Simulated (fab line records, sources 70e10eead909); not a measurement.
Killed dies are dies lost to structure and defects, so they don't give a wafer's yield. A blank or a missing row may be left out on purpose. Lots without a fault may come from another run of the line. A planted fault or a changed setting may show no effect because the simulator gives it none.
A struck lot beside a sound one | flow nand_harc | 15 steps out of a route of 1159
Sound: wafers L996.2, L996.4, L996.6. Struck: wafer L988.1. (L988.2, L988.6 of the same lot were not struck and are left out.) The cause comes at the end.
At each step with rows: each side's tool, then ch and its chambers, then its first start. Under that, the readings that differ: sound wafers | struck wafers | difference of the means | sigmas: that difference in standard deviations of wafers without a fault.
alike: readings whose means differ by less than 2 such deviations, and words and numbers that are the same on both sides. not compared: withheld readings, readings that some wafer has no value for, bounds like >300 that may hide the same value, and numbers for which the record gives no deviation and whose values overlap.
The two part at a step that has a row with sigmas, a row that says differs or no value, or rows on one side only. Numbers that don't overlap but have no deviation are shown without sigmas and don't part them. A reading that every wafer of one side lacks parts them only if that side has two wafers or more.

first, 8 steps without rows for these wafers: NHARC_A_CONTACT_COAT_61 (time 75 s); NHARC_A_CONTACT_COAT_62 (time 65 s); NHARC_A_CONTACT_COAT_63 (resist thk 90 nm); NHARC_A_CONTACT_SOFTBAKE_64 (time 55 s); NHARC_A_CONTACT_EBR_65; NHARC_A_CONTACT_EXPOSE_66 (exposes mask A CC 2); NHARC_A_CONTACT_PEB_67 (peb time 65 s); NHARC_A_CONTACT_DEVELOP_68 (develop time 35 s).
NHARC_A_CONTACT_CD_MEAS_69: target cd 200 nm.
  sound on cd_sem-03 ch 0, day 21 06:47; struck on cd_sem-03 ch 0, day 20 01:37
  reading    | sound             | struck | difference | sigmas
  cd_nm (nm) | 198.8 199.3 199.8 | 200.6  | +1.3       | +2
NHARC_A_CONTACT_OVL_MEAS_70:
  sound on overlay-02, day 21 06:52; struck on overlay-02, day 20 01:41
  reading           | sound       | struck | difference | sigmas
  overlay_x_nm (nm) | 0.5 0.8 1.0 | -1.7   | -2.5       | -3
  overlay_y_nm (nm) | 0.8 0.7 0.2 | -1.5   | -2.1       | -2
NHARC_A_CONTACT_INSPECT_71:
  sound on defect_inspect-02, day 21 06:54; struck on defect_inspect-02, day 20 01:44
  alike: raw_defect_count
NHARC_A_CONTACT_DESCUM_74: chemistry O2, time 3 s.
  sound on rie_diel-13 ch 0,1,2, day 21 07:03; struck on rie_diel-05 ch 0, day 20 01:48
  reading                | sound                | struck | difference | sigmas
  throttle_valve_pct (%) | 11.311 11.317 11.304 | 11.332 | +0.021     | +2
  alike: drypump_motor_current_A, mfc_ar_sccm, oes_product_au, rf_vpp_V, showerhead_plenum_p_Torr
  not compared: rf_hours_counter_h
NHARC_A_CONTACT_ETCH_75: etches the open film in CF4, target depth 39 nm, time 65 s.
  sound on rie_diel-13 ch 0,3, day 21 07:09; struck on rie_diel-05 ch 0, day 20 01:53
  reading          | sound          | struck | difference | sigmas
  run_length_s (s) | 86.4 85.8 86.2 | 70.8   | -15.3      | -27
  alike: drypump_motor_current_A, mfc_ar_sccm, oes_product_au, rf_vpp_V, showerhead_plenum_p_Torr, throttle_valve_pct
  not compared: rf_hours_counter_h
NHARC_A_CONTACT_ETCH_76: etches the open film in N2/H2, target depth 260 nm, time 475.3 s.
  sound on rie_diel-13 ch 0,2; struck on rie_diel-05 ch 3
  reading                         | sound             | struck | difference | sigmas
  oes_product_au (a.u.)           | 1.009 1.006 1.017 | 0.978  | -0.033     | -3
  rf_vpp_V (V)                    | 427.8 428.2 428.2 | 434.0  | +5.9       | +2
  showerhead_plenum_p_Torr (Torr) | 1.92 1.93 1.92    | 2.12   | +0.20      | +2
  alike: drypump_motor_current_A, mfc_ar_sccm, run_length_s, throttle_valve_pct
  not compared: rf_hours_counter_h
-- the record jumps here: 3 days lie between the struck wafers' starts before and after (it left off in module A_CONTACT and takes up again in module END, whose first step shown is number 1159 of the route) --
NHARC_END_SORT_01:
  the record has rows for the struck wafers here (prober-02 ch 0, day 22 20:46) and none for the sound ones

WHERE THEY PART
First at NHARC_A_CONTACT_CD_MEAS_69; last, within this record, at NHARC_END_SORT_01.

WHY: what the simulator had put in
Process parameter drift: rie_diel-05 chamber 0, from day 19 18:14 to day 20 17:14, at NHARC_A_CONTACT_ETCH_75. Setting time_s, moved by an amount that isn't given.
